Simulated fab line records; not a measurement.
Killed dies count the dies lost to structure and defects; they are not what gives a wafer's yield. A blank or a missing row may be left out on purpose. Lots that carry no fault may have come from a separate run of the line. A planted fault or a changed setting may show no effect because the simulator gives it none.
fab line records	flow nand-harc
[record] lots = 12	wafers = 36	last-day = 24
route steps=1159 shown A_STAIRCASE@580 END@1159
lots untouched by any fault: they come from a run of this same line in which no faults occurred
start-h: hours from the record's opening day to when the first of the lot's shown wafers began	wait-h: hours from the lot's prior step to this one	" the same as in the row above	L1.1+2: one row covering several wafers at once	- no value, or no start was given	* or withheld: withheld	< > ~ a bound
route shown NAME@n: names a module that has steps shown in the file, with the first one's number in the route	usual: mean/standard deviation taken from wafers without a fault	same: alike in all rows	chamber/n: place in a boat	sites: each site's reading	_std_site: the values' standard deviation	_edge_site: inner sites' mean taken away from outer sites' mean	radius-mm: how far each site lies from the wafer's centre	mask NAME#n: copy n	behind: the most recent tool/chamber to have shaped the wafer	hold: what put the lot on hold/how long, in hours/how the hold closed	device: names the non-switching transistor (n, p or np)	end of line: at the end of the route, the tests of the same wafers	a step given without rows: its recipe and nothing more	killed: at the first sort, the dies lost to defects and structure; wafer yield is something else	map: the dies of a wafer, with x for killed, . for not killed, _ for no die there
set.NAME: the setting as run; set.NAME@STEP: as run at that earlier step	model.NAME: the simulator's own value behind a step, which no gauge read
one table for each step of the route and one row for each wafer, over a sample of lots
services: a tool's chamber out of use, with start hour (start-h, from the record's first day; less than 0 if before it), hours out, and reason
[[steps]]
[step NHARC_A_STAIRCASE_DESCUM_186]
[recipe] time-s = 3	o2-flow-sccm = 200	ar-flow-sccm = 0	bias-power-w = 0	chemistry = O2
[usual] drypump-motor-current-A = 5.5/0.54	oes-product-au = 0.998/0.0072	rf-vpp-V = 57.9/0.91	showerhead-plenum-p-Torr = 1.92/0.084	throttle-valve-pct = 11.312/0.0092
lot.wafer	tool	chamber	start-h	wait-h	drypump-motor-current-A	oes-product-au	rf-hours-counter-h	rf-vpp-V	showerhead-plenum-p-Torr	throttle-valve-pct
L463.1	rie-diel-09	3	237.07	-	5.6	0.981	52	56.8	1.77	11.309
L463.4	"	0	"	"	5.1	0.997	56	57.1	1.92	11.312
L463.3	"	1	"	"	4.9	0.999	58	59.0	1.89	11.308
L465.2	rie-diel-08	3	251.18	-	5.4	0.988	44	58.3	1.85	11.301
L465.5	"	0	"	"	6.2	0.996	-	58.5	1.99	11.324
L465.6	"	1	"	"	5.6	0.996	-	57.8	1.79	11.310
L467.4	rie-diel-08	0	261.33	-	6.2	0.995	47	58.3	1.99	11.315
L467.2	"	1	"	"	5.6	1.014	51	57.4	1.79	11.313
L467.3	"	2	"	"	5.4	1.005	51	57.2	2.06	11.313
L469.2	rie-diel-09	3	278.23	-	5.5	0.994	5	57.8	2.07	11.323
L469.1	"	0	"	"	5.0	1.004	4	57.3	1.91	11.308
L469.4	"	1	"	"	4.9	0.998	5	56.2	1.89	11.311
L468.3	rie-diel-09	2	278.72	-	4.9	1.000	6	58.1	1.90	11.317
L468.4	"	3	"	"	5.6	0.994	6	58.1	2.07	11.318
L468.2	"	0	"	"	5.1	0.987	5	58.2	1.91	11.315
L470.2	rie-diel-09	1	285.14	-	4.9	0.993	8	57.7	1.89	11.307
L470.3	"	2	"	"	4.9	0.990	10	59.2	1.90	11.299
L470.4	"	3	"	"	5.6	0.992	9	58.8	2.07	11.320
L472.2	rie-diel-09	1	300.73	-	4.9	1.000	15	57.3	1.89	11.313
L472.4	"	2	"	"	4.9	0.994	16	57.2	1.89	11.311
L472.5	"	1	"	"	4.9	0.999	-	56.9	1.89	11.314
L475.1	rie-diel-09	0	317.61	-	5.0	1.001	19	59.0	1.91	11.321
L475.2	"	1	"	"	4.9	0.999	20	58.3	1.89	11.304
L475.4	"	2	"	"	4.9	1.005	23	58.1	1.89	11.335
L478.3	rie-diel-11	1	325.39	-	6.1	1.000	45	58.0	1.98	11.296
L478.5	"	2	"	"	5.8	1.003	-	56.4	1.90	11.305
L478.6	"	3	"	"	6.5	1.008	-	58.3	1.79	11.314
L483.4	rie-diel-08	3	361.46	-	5.5	1.014	18	58.4	1.84	11.305
L483.1	"	1	"	"	5.6	1.011	17	57.4	1.78	11.312
L483.6	"	0	"	"	6.2	1.001	-	56.6	1.98	11.300
L484.4	rie-diel-08	2	362.21	-	5.4	0.997	22	58.7	2.05	11.301
L484.3	"	3	"	"	5.5	1.004	18	57.5	1.84	11.306
L484.1	"	0	"	"	6.2	1.005	20	59.2	1.98	11.304
L485.3	rie-diel-09	2	367.41	-	4.9	0.991	30	57.1	1.89	11.315
L485.1	"	3	"	"	5.5	0.990	42	57.6	2.06	11.315
L485.4	"	0	"	"	5.1	1.000	40	55.8	1.90	11.312
[step NHARC_A_STAIRCASE_ETCH_190]
[recipe] target-depth-a = 1000	time-s = 40.5	ion-energy-ev = 400	c4f8-flow-sccm = 20	o2-flow-sccm = 10	ar-flow-sccm = withheld	rf-w = 600	bias-w = 1000	chemistry = C4F8/O2
[usual] oes-product-au = 0.940/0.0089	rf-vpp-V = 896/5.1	run-length-s = 61.8/0.38
lot.wafer	tool	chamber	start-h	wait-h	oes-product-au	rf-hours-counter-h	rf-vpp-V	run-length-s
L463.3	rie-diel-09	0	-	-	0.930	56	896	61.6
L463.1	"	2	"	"	0.933	55	895	61.4
L463.4	"	3	"	"	0.936	52	888	61.9
L465.2	rie-diel-08	2	-	-	0.945	47	906	61.7
L465.5	"	1	"	"	0.944	-	889	61.6
L465.6	"	2	"	"	0.938	-	905	62.2
L467.3	rie-diel-08	3	-	-	0.940	48	893	61.7
L467.2	"	1	"	"	0.955	51	888	61.3
L467.4	"	2	"	"	0.936	51	904	61.7
L469.2	rie-diel-09	0	-	-	0.947	5	896	61.9
L469.1	"	1	"	"	0.930	5	894	61.9
L469.4	"	3	"	"	0.951	6	906	62.1
L468.4	rie-diel-09	0	-	-	0.942	5	894	62.0
L468.3	"	1	"	"	0.946	6	895	61.7
L468.2	"	2	"	"	0.928	7	896	61.5
L470.4	rie-diel-09	3	-	-	0.945	9	905	61.9
L470.3	"	0	"	"	0.945	7	896	61.6
L470.2	"	1	"	"	0.942	8	894	61.7
L472.4	rie-diel-09	0	-	-	0.943	14	897	61.4
L472.2	"	1	"	"	0.949	15	894	61.7
L472.5	"	2	"	"	0.942	-	896	61.7
L475.4	rie-diel-09	1	-	-	0.948	20	894	61.6
L475.2	"	3	"	"	0.932	22	905	62.5
L475.1	"	0	"	"	0.940	19	895	61.4
L478.3	rie-diel-11	1	-	-	0.932	45	899	61.9
L478.6	"	2	"	"	0.941	-	894	62.3
L478.5	"	3	"	"	0.940	-	888	62.8
L483.1	rie-diel-08	3	-	-	0.937	18	892	61.0
L483.4	"	0	"	"	0.936	20	900	62.0
L483.6	"	2	"	"	0.948	-	904	62.0
L484.1	rie-diel-08	2	-	-	0.946	23	905	61.8
L484.4	"	0	"	"	0.953	20	899	61.7
L484.3	"	1	"	"	0.956	18	887	61.3
L485.3	rie-diel-09	0	-	-	0.927	40	894	61.5
L485.4	"	1	"	"	0.950	42	893	62.2
L485.1	"	3	"	"	0.944	43	905	61.9
[step NHARC_A_STAIRCASE_ETCH_194]
[recipe] target-depth-a = 1000	time-s = 40.5	ion-energy-ev = 400	c4f8-flow-sccm = 20	o2-flow-sccm = 10	ar-flow-sccm = withheld	rf-w = 600	bias-w = 1000	chemistry = C4F8/O2
[usual] oes-product-au = 0.941/0.0073	rf-vpp-V = 897/5.3	run-length-s = 61.8/0.43
lot.wafer	tool	chamber	start-h	wait-h	oes-product-au	rf-hours-counter-h	rf-vpp-V	run-length-s
L463.4	rie-diel-09	0	238.24	-	0.939	57	896	62.1
L463.3	"	1	"	"	0.941	59	894	61.6
L463.1	"	2	"	"	0.944	55	895	61.2
L465.2	rie-diel-08	0	252.25	-	0.938	45	900	61.7
L465.6	"	0	"	"	0.934	-	901	62.4
L465.5	"	1	"	"	0.938	-	889	61.1
L467.4	rie-diel-08	0	262.31	-	0.939	48	901	61.5
L467.3	"	1	"	"	0.944	51	888	61.0
L467.2	"	3	"	"	0.932	48	893	61.1
L469.4	rie-diel-09	3	279.21	-	0.945	6	907	61.8
L469.2	"	0	"	"	0.958	5	896	61.5
L469.1	"	1	"	"	0.936	6	895	61.8
L468.2	rie-diel-09	3	279.79	-	0.944	6	905	61.7
L468.4	"	0	"	"	0.951	5	896	61.4
L468.3	"	2	"	"	0.938	7	895	62.0
L470.3	rie-diel-09	3	286.07	-	0.937	9	906	61.8
L470.2	"	0	"	"	0.947	8	896	61.6
L470.4	"	2	"	"	0.938	10	894	61.5
L472.2	rie-diel-09	3	301.66	-	0.955	16	905	73.2
L472.4	"	0	"	"	0.943	15	897	72.9
L472.5	"	3	"	"	0.958	-	905	73.5
L475.1	rie-diel-09	1	318.56	-	0.944	20	896	73.7
L475.2	"	2	"	"	0.935	23	894	73.1
L475.4	"	0	"	"	0.930	19	895	73.0
L478.3	rie-diel-11	1	326.48	-	0.944	45	899	61.8
L478.5	"	0	"	"	0.943	-	900	62.4
L478.6	"	1	"	"	0.944	-	899	61.6
L483.1	rie-diel-08	2	362.62	-	0.940	23	903	62.0
L483.4	"	0	"	"	0.933	20	899	62.3
L483.6	"	3	"	"	0.934	-	892	61.4
L484.3	rie-diel-08	3	363.35	-	0.958	19	892	61.7
L484.4	"	1	"	"	0.932	18	886	61.2
L484.1	"	2	"	"	0.942	23	904	62.0
L485.4	rie-diel-09	3	368.69	-	0.941	43	904	61.6
L485.3	"	0	"	"	0.946	41	896	61.6
L485.1	"	1	"	"	0.942	43	894	61.5
[step NHARC_A_STAIRCASE_TRIM_196]
[recipe] time-s = 211.2	o2-flow-sccm = 500	ar-flow-sccm = 0	bias-w = 0	chemistry = O2
[usual] drypump-motor-current-A = 5.5/0.52	oes-product-au = 0.999/0.0066	rf-vpp-V = 57.9/0.87	showerhead-plenum-p-Torr = 3.56/0.15	throttle-valve-pct = 17.037/0.0093
lot.wafer	tool	chamber	start-h	wait-h	drypump-motor-current-A	oes-product-au	rf-hours-counter-h	rf-vpp-V	showerhead-plenum-p-Torr	throttle-valve-pct
L463.3	rie-diel-09	1	238.49	0.1	4.9	0.999	59	58.1	3.50	17.034
L463.4	"	2	"	"	4.9	0.996	55	57.5	3.51	17.060
L463.1	"	3	"	"	5.6	0.993	53	56.5	3.28	17.055
L465.2	rie-diel-09	2	252.45	0.1	4.9	1.002	60	57.3	3.50	17.045
L465.6	"	1	"	"	4.9	0.998	-	58.1	3.49	17.033
L465.5	"	2	"	"	4.9	1.000	-	57.9	3.50	17.033
L467.3	rie-diel-08	0	262.54	0.1	6.2	1.010	48	59.5	3.66	17.046
L467.4	"	2	"	"	5.4	0.999	51	57.2	3.78	17.026
L467.2	"	3	"	"	5.5	1.004	48	56.1	3.42	17.038
L469.1	rie-diel-08	2	279.39	0.1	5.3	1.000	57	59.7	3.77	17.033
L469.2	"	3	"	"	5.5	0.997	55	56.0	3.41	17.044
L469.4	"	1	"	"	5.6	1.001	57	57.9	3.32	17.043
L468.4	rie-diel-09	3	279.96	0.1	5.6	0.996	6	58.1	3.80	17.043
L468.2	"	1	"	"	4.9	1.003	6	57.6	3.49	17.027
L468.3	"	2	"	"	4.9	1.007	7	58.1	3.50	17.030
L470.4	rie-diel-09	3	286.25	0.1	5.5	0.994	9	58.4	3.80	17.046
L470.2	"	0	"	"	5.1	0.991	8	58.9	3.53	17.018
L470.3	"	1	"	"	4.9	1.000	9	58.6	3.49	17.041
L472.4	rie-diel-09	3	301.89	0.1	5.5	0.996	16	59.8	3.80	17.024
L472.2	"	0	"	"	5.0	0.994	15	59.0	3.52	17.049
L472.5	"	1	"	"	4.9	0.993	-	59.5	3.48	17.023
L475.2	rie-diel-09	2	318.75	0.1	4.9	0.998	23	58.0	3.49	17.025
L475.1	"	3	"	"	5.6	0.990	22	58.0	3.80	17.024
L475.4	"	1	"	"	4.9	0.998	21	58.4	3.48	17.039
L478.3	rie-diel-11	3	326.65	0.1	6.5	1.003	46	57.2	3.31	17.040
L478.5	"	3	"	"	6.5	1.004	-	58.6	3.31	17.036
L478.6	"	0	"	"	6.0	0.996	-	58.5	3.60	17.026
L483.1	rie-diel-09	1	362.83	0.1	4.9	1.018	39	58.3	3.47	17.032
L483.4	"	2	"	"	4.9	1.007	28	57.5	3.49	17.030
L483.6	"	0	"	"	5.1	0.997	-	58.4	3.51	17.039
L484.4	rie-diel-08	1	363.53	0.1	5.6	1.007	18	57.7	3.30	17.042
L484.3	"	3	"	"	5.5	1.002	19	57.4	3.40	17.047
L484.1	"	0	"	"	6.2	0.993	20	57.8	3.64	17.032
L485.4	rie-diel-09	2	368.90	0.1	4.9	1.012	31	57.0	3.49	17.025
L485.3	"	3	"	"	5.5	0.992	43	58.6	3.78	17.034
L485.1	"	0	"	"	5.1	1.002	41	57.4	3.51	17.045
[step NHARC_END_SORT_01]
[recipe] temp-c = 25
[usual] killed-at-array = 27/10	killed-at-other = 0.6/1	killed-at-periphery = 3.4/2.7	killed-dies = 31/9.7	killed-open = 3.4/1.7	killed-short = 2.2/1.5
[same] gross-dies = 677
lot.wafer	tool	chamber	start-h	wait-h	killed-at-array	killed-at-other	killed-at-periphery	killed-dies	killed-open	killed-short
L463.1	prober-01	0	450.38	2.5	29	1	2	32	3	4
L463.3	prober-01	0	451.99	3.1	29	0	4	33	1	6
L463.4	prober-01	0	452.79	3.4	28	0	5	33	4	2
L465.2	prober-02	0	451.22	2.8	31	0	3	34	5	3
L465.5	prober-02	0	453.66	3.7	25	0	1	26	1	1
L465.6	prober-02	0	454.47	4.1	25	0	4	29	3	1
L468.2	prober-01	0	474.52	2.8	39	0	1	40	2	4
L468.3	prober-01	0	475.32	3.1	31	0	5	36	5	1
L468.4	prober-01	0	476.13	3.4	34	1	3	38	3	4
L475.1	prober-02	0	502.81	2.5	610	0	0	610	1	0
L475.2	prober-02	0	503.62	2.8	629	0	0	629	3	2
L475.4	prober-02	0	505.23	3.4	666	0	6	672	3	3
L472.2	prober-01	0	511.18	2.8	658	3	4	665	2	2
L472.4	prober-01	0	512.79	3.4	636	4	5	645	3	3
L472.5	prober-01	0	513.59	3.7	657	0	6	663	7	2
L478.3	prober-02	0	542.27	3.1	30	0	1	31	2	2
L478.5	prober-02	0	543.88	3.7	25	2	2	29	2	2
L478.6	prober-02	0	544.68	4.0	32	1	1	34	6	2
// killed by level:class
L463.1 A_CHANNEL_HOLE_D1:chamber-film-flake=11 A_SLIT:chamber-film-flake=8 A_WL_FILL:geometric-particle:short=4 A_STAIRCASE:chamber-film-flake=3 P_GATE:geometric-particle:open=1 P_CONTACT:geometric-particle:open=1 A_SOURCE_PLATE:geometric-particle:open=1 A_WL_FILL:chamber-film-flake=1
L465.2 A_CHANNEL_HOLE_D1:chamber-film-flake=14 A_CONTACT:chamber-film-flake=6 A_STAIRCASE:chamber-film-flake=4 A_CHANNEL_FILL_D1:geometric-particle:open=3 P_M1:geometric-particle:short=2 A_SLIT:chamber-film-flake=2 P_CONTACT:geometric-particle:open=1 A_WL_FILL:geometric-particle:short=1
L463.3 A_CHANNEL_HOLE_D1:chamber-film-flake=13 A_SLIT:chamber-film-flake=7 A_WL_FILL:geometric-particle:short=3 A_STAIRCASE:chamber-film-flake=2 A_WL_FILL:chamber-film-flake=2 P_GATE:geometric-particle:short=1 P_M2:geometric-particle:open=1 A_ONON_D1:geometric-particle:short=1
L463.4 A_CHANNEL_HOLE_D1:chamber-film-flake=12 A_SLIT:chamber-film-flake=9 A_STAIRCASE:chamber-film-flake=2 A_WL_FILL:chamber-film-flake=2 P_STI:geometric-particle:open=1 P_M0:geometric-particle:open=1 P_M0:geometric-particle:short=1 P_M1:geometric-particle:open=1
L465.5 A_CONTACT:chamber-film-flake=7 A_CHANNEL_HOLE_D1:chamber-film-flake=6 A_STAIRCASE:chamber-film-flake=6 A_SLIT:chamber-film-flake=2 A_STAIRCASE:geometric-particle:short=1 A_CONTACT:geometric-particle:open=1 P_GATE:chamber-film-flake=1 A_ZERO_WELL:chamber-film-flake=1
L465.6 A_CHANNEL_HOLE_D1:chamber-film-flake=8 A_CONTACT:chamber-film-flake=8 A_STAIRCASE:chamber-film-flake=5 P_ZERO_WELL:chamber-film-flake=2 P_STI:geometric-particle:open=1 A_CONTACT:geometric-particle:open=1 A_CONTACT:geometric-particle:short=1 A_M0:geometric-particle:open=1
L468.2 A_CHANNEL_HOLE_D1:chamber-film-flake=12 A_SLIT:chamber-film-flake=9 A_STAIRCASE:chamber-film-flake=6 A_CONTACT:chamber-film-flake=4 A_CONTACT:geometric-particle:short=2 P_M0:geometric-particle:open=1 A_CHANNEL_FILL_D1:geometric-particle:short=1 A_CONTACT:geometric-particle:open=1
L468.3 A_CHANNEL_HOLE_D1:chamber-film-flake=16 A_SLIT:chamber-film-flake=5 A_CONTACT:chamber-film-flake=4 A_CONTACT:geometric-particle:open=2 P_STI:chamber-film-flake=2 P_CONTACT:geometric-particle:open=1 P_M0:geometric-particle:short=1 A_CHANNEL_FILL_D1:geometric-particle:open=1
L468.4 A_CHANNEL_HOLE_D1:chamber-film-flake=17 A_SLIT:chamber-film-flake=8 A_CONTACT:geometric-particle:short=2 A_STAIRCASE:chamber-film-flake=2 A_CONTACT:chamber-film-flake=2 P_M1:geometric-particle:open=1 A_SGD_CUT:geometric-particle:short=1 A_CONTACT:geometric-particle:open=1
L475.1 A_STAIRCASE:area-etch=597 A_CHANNEL_HOLE_D1:chamber-film-flake=4 A_SLIT:chamber-film-flake=4 A_STAIRCASE:chamber-film-flake=2 A_CONTACT:chamber-film-flake=2 A_ONON_D1:geometric-particle:open=1
L475.2 A_STAIRCASE:area-etch=613 A_CONTACT:chamber-film-flake=5 A_STAIRCASE:chamber-film-flake=3 A_WL_FILL:geometric-particle:short=2 A_CONTACT:geometric-particle:open=2 A_ONON_D1:geometric-particle:open=1 A_ZERO_WELL:chamber-film-flake=1 A_CHANNEL_HOLE_D1:chamber-film-flake=1
L475.4 A_STAIRCASE:area-etch=649 A_CONTACT:chamber-film-flake=5 A_CHANNEL_FILL_D1:geometric-particle:short=3 A_CHANNEL_HOLE_D1:chamber-film-flake=3 A_STAIRCASE:chamber-film-flake=3 A_SLIT:chamber-film-flake=3 P_GATE:geometric-particle:open=1 P_M0:geometric-particle:open=1
L472.2 A_STAIRCASE:area-etch=647 A_CHANNEL_HOLE_D1:chamber-film-flake=4 P_ZERO_WELL:chamber-film-flake=3 A_CONTACT:chamber-film-flake=2 THIN_TSV:chamber-film-flake=2 P_CONTACT:geometric-particle:open=1 A_CHANNEL_FILL_D1:geometric-particle:short=1 A_BLC:geometric-particle:short=1
L472.4 A_STAIRCASE:area-etch=624 A_CHANNEL_HOLE_D1:chamber-film-flake=4 THIN_TSV:chamber-film-flake=4 P_ZERO_WELL:chamber-film-flake=2 P_M2:chamber-film-flake=2 A_CONTACT:chamber-film-flake=2 P_M2:geometric-particle:open=1 A_ONON_D1:geometric-particle:short=1
L472.5 A_STAIRCASE:area-etch=639 A_CHANNEL_HOLE_D1:chamber-film-flake=5 A_CONTACT:chamber-film-flake=4 P_CONTACT:geometric-particle:open=3 A_ONON_D1:geometric-particle:open=2 A_CHANNEL_FILL_D1:chamber-film-flake=2 A_ONON_D1:geometric-particle:short=1 A_WL_FILL:geometric-particle:short=1
L478.3 A_CHANNEL_HOLE_D1:chamber-film-flake=22 A_CONTACT:chamber-film-flake=2 A_M1:chamber-film-flake=2 P_CONTACT:geometric-particle:short=1 A_SGD_CUT:geometric-particle:open=1 A_WL_FILL:geometric-particle:short=1 A_BLC:geometric-particle:open=1 A_STAIRCASE:chamber-film-flake=1
L478.5 A_CHANNEL_HOLE_D1:chamber-film-flake=16 A_ZERO_WELL:chamber-film-flake=2 A_CONTACT:chamber-film-flake=2 A_M1:chamber-film-flake=2 THIN_TSV:chamber-film-flake=2 P_GATE:geometric-particle:short=1 P_GATE:geometric-particle:open=1 A_ONON_D1:geometric-particle:short=1
L478.6 A_CHANNEL_HOLE_D1:chamber-film-flake=14 A_CONTACT:chamber-film-flake=4 A_M1:chamber-film-flake=4 A_ONON_D1:geometric-particle:short=2 A_CONTACT:geometric-particle:open=2 A_STAIRCASE:chamber-film-flake=2 P_M0:geometric-particle:open=1 A_ONON_D1:geometric-particle:open=1
[[services]]
tool	chamber	start-h	hours	kind
rie-diel-08	0	229.99	1.4	repair
rie-diel-09	0	234.55	-	clean
rie-diel-09	1	234.55	-	clean
rie-diel-09	2	234.55	-	clean
rie-diel-09	3	234.55	-	clean
rie-diel-09	-	254.10	9.0	pm
rie-diel-09	0	254.10	9.0	vent-cycle
rie-diel-09	1	254.10	9.0	vent-cycle
rie-diel-09	2	254.10	9.0	vent-cycle
rie-diel-09	3	254.10	9.0	vent-cycle
rie-diel-09	0	263.10	-	clean
rie-diel-09	1	263.10	-	clean
rie-diel-09	1	263.10	-	consumable-replace:focus-ring
rie-diel-09	2	263.10	-	clean
rie-diel-09	3	263.10	-	clean
rie-diel-09	3	263.10	-	consumable-replace:showerhead
rie-diel-09	0	288.60	-	clean
rie-diel-09	1	288.60	-	clean
rie-diel-09	2	288.60	-	clean
rie-diel-08	-	302.28	9.0	pm
rie-diel-08	0	341.33	3.9	repair
rie-diel-08	1	343.02	7.6	repair
rie-diel-08	3	343.92	6.9	repair
rie-diel-11	-	366.51	9.0	pm
[[key]]
[first-sign] step = NHARC_A_STAIRCASE_ETCH_194	reading = run-length-s	direction = up	sigmas = 27	usual = *	struck = *
[effect] step = NHARC_END_SORT_01	reading = killed-dies	direction = up	sigmas = 64	usual = 31	struck = 647
[more-kills-born-at] NHARC_A_STAIRCASE_ETCH_194@rie-diel-09 = 3769
met-at NHARC_A_STAIRCASE_ETCH_194
struck-lots L472,L475
later-rows-left-out L472.2,L472.4,L472.5,L475.1,L475.2,L475.4
tester-left-out L472,L475
not-acting-at NHARC_A_STAIRCASE_DESCUM_186,NHARC_A_STAIRCASE_ETCH_190,NHARC_A_STAIRCASE_TRIM_196
onset-between 286.07 301.66
[fault] kind = process-parameter-drift	tool = rie-diel-09	chamber = -	onset-h = 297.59	steps = NHARC_A_STAIRCASE_ETCH_194	channel = time-s	offset = *	shape = step	end-h = 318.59	acts-in = *	stated = *
// tester-left-out: of these lots the tester's yield and bins aren't shown, on N5 and GAA mostly nor the transistor test; their killed dies are dies lost to structure and defects alone, not to doping, threshold or leakage, so they don't give the yield
// later-rows-left-out: the simulator's readings of these wafers behind a module that went badly wrong aren't trusted and aren't shown, but for the sort
